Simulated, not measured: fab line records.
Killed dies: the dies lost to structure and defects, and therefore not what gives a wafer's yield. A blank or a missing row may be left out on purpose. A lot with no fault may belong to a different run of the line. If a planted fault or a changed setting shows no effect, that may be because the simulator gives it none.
8D (eight disciplines) problem report, filled in by code / flow n5-finfet / the parts of the form that need people (team, actions taken, sign-off) are left out

## 1. THE PROBLEM
Wafers with no fault read 149.9 W with a standard deviation of 0.47, whereas bias-w at N5_BEOL_M12_ETCH_59 reads a mean of 114.3 W on 1 wafer of 1 lot. That puts it -76 standard deviations away from the usual mean.
The step: etches BARC in N2/H2, target depth 89 nm, overetch 26.7 nm, time 67.9 s.
The first sign was on wafer L853.3 at day 13 15:01, on rie-diel-05. The record has a number at this step for 15 wafers belonging to 5 lots. Rule for "out" (also "out of limits"): further than 4 standard deviations from the usual mean. Any other wafer with a number is counted as sound.

## 2. WHAT IT IS, WHAT IT ISN'T
question=which readings at this step | is=bias-w, rf-vpp-V | is not=chamber-pressure-mTorr, drypump-motor-current-A, oes-product-au, showerhead-plenum-p-Torr, throttle-valve-pct
question=which lots | is=L853 | is not=L843, L849, L858, L860
question=which wafers of those lots | is=L853.3 | is not=L853.4, L853.5
question=read on which tools | is=rie-diel-05 | is not=rie-diel-01, rie-diel-03
question=when | is=from day 13 15:01 | is not=up to then (8 sound wafers); but 6 sound wafers of L858, L860 came after

## 3. WHAT RULES OUT EACH SUSPECT
Counting: a tool at a process step up to the reading stays a suspect if it ran every lot that is out. Sound lots after the first of them don't rule it out here, since some wafers of a struck lot are sound.
- rie-diel-05 at N5_BEOL_M12_DESCUM_15 (chemistry O2, time 7.9 s): kept. It ran the lot that is out, L853 (day 13 14:59); its last sound lot up to then is L843 (day 12 22:42).
- rie-diel-05 at N5_BEOL_M12_ETCH_59 (etches BARC in N2/H2, target depth 89 nm, overetch 26.7 nm, time 67.9 s): kept. It ran the lot that is out, L853 (day 13 15:01); its last sound lot up to then is L843 (day 12 22:44). Its own readings are out on those wafers: bias-w, rf-vpp-V.
- rie-diel-05, N5_BEOL_M12_DESCUM_15: wafers that are out in chamber 0, sound lot-mates in chambers 1, 3.
- rie-diel-05, N5_BEOL_M12_ETCH_59: wafers that are out in chamber 0, sound lot-mates in chambers 1, 3.
Remaining after the count are rie-diel-05 at N5_BEOL_M12_DESCUM_15 and rie-diel-05 at N5_BEOL_M12_ETCH_59.

## 4. THE CAUSE (what the simulator had put in)
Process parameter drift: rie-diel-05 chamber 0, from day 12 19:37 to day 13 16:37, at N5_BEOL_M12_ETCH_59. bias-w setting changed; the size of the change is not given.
Of the 2 suspects that counting leaves, this tool is one.

## 5. THE CHAIN OF EFFECTS, in route order
Each row: a reading where the mean over the struck wafers with a number is more than 3 standard deviations away from the usual. Scope: only readings with a usual standard deviation given in the record; hours: median across lots of the time from each lot's start at the first step in this table that gives one to its start at this step; sigmas: change in usual standard deviations.
hours=0; step=N5_BEOL_M12_ETCH_59; reading=bias-w; usual=149.9 W; on struck wafers=114.3; change=-35.6; sigmas=-76
hours=0; step=N5_BEOL_M12_ETCH_59; reading=rf-vpp-V; usual=525.3 V; on struck wafers=437.3; change=-88.0; sigmas=-34
Here are the process steps it includes:
- N5_BEOL_M12_ETCH_59: etches BARC in N2/H2, target depth 89 nm, overetch 26.7 nm, time 67.9 s.

## 6. WHAT WOULD HAVE CAUGHT IT SOONER
First out-of-limits reading in this record: day 13 15:01, which is 19 hours after fault onset at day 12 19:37.
